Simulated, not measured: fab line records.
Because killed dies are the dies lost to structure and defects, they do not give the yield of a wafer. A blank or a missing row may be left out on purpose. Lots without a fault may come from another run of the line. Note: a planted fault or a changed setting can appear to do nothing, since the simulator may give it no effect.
Chamber matching    flow n5-finfet    uv-cure-03 running N5_BEOL_M6_CURE_74: 3 sister chambers
The step cures SiCOH lowk, time 240 s. 5 wafers are shown with their chamber, then 8 later ones without.

== WAFERS, EACH WITH ITS CHAMBER ==
wafer   chamber  wafer_temp_C_max  lamp-power-pct (%)
L083.4  2        386.4             52.20
L083.6  2        386.8             52.37
L089.4  1        386.4             52.33
L089.6  1        386.6             52.34
L091.2  0        386.6             52.31

== WAFERS WITHOUT THEIR CHAMBER ==
wafer   wafer_temp_C_max  lamp-power-pct (%)
L091.3  386.1             52.37
L091.4  386.5             52.27
L092.2  387.3             52.39
L092.4  386.7             52.31
L092.5  386.9             52.26
L096.2  386.3             52.27
L096.4  386.3             52.32
L096.6  386.8             52.27

== WHICH CHAMBER EACH ONE RAN IN ==
wafer   from the rows above           in truth
L091.3  can't be placed: 1 or 0 or 2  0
L091.4  can't be placed: 2 or 0 or 1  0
L092.2  can't be placed: 0 or 2 or 1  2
L092.4  can't be placed: 0 or 2 or 1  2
L092.5  can't be placed: 2 or 0 or 1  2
L096.2  can't be placed: 1 or 2 or 0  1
L096.4  can't be placed: 1 or 0 or 2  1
L096.6  can't be placed: 2 or 0 or 1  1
Correctly placed: 0 of 8. Unplaceable from these rows: 8, with the true chamber sitting among the candidates in 8. 0 placed wrongly.
How it was worked out, from the rows above alone: a wafer's distance from a chamber is the root of the sum, over the readings, of the square of ((its reading less the chamber's mean) divided by the reading's scatter). If the next closest chamber is less than 2 further off than the closest, the wafer can't be placed; otherwise it belongs to the closest. For every chamber, the mean is computed from those of its wafers that are shown. The scatter is the square root of a quotient: the sum, over the shown wafers, of each reading's squared deviation from its chamber's mean, divided by wafers minus chambers.
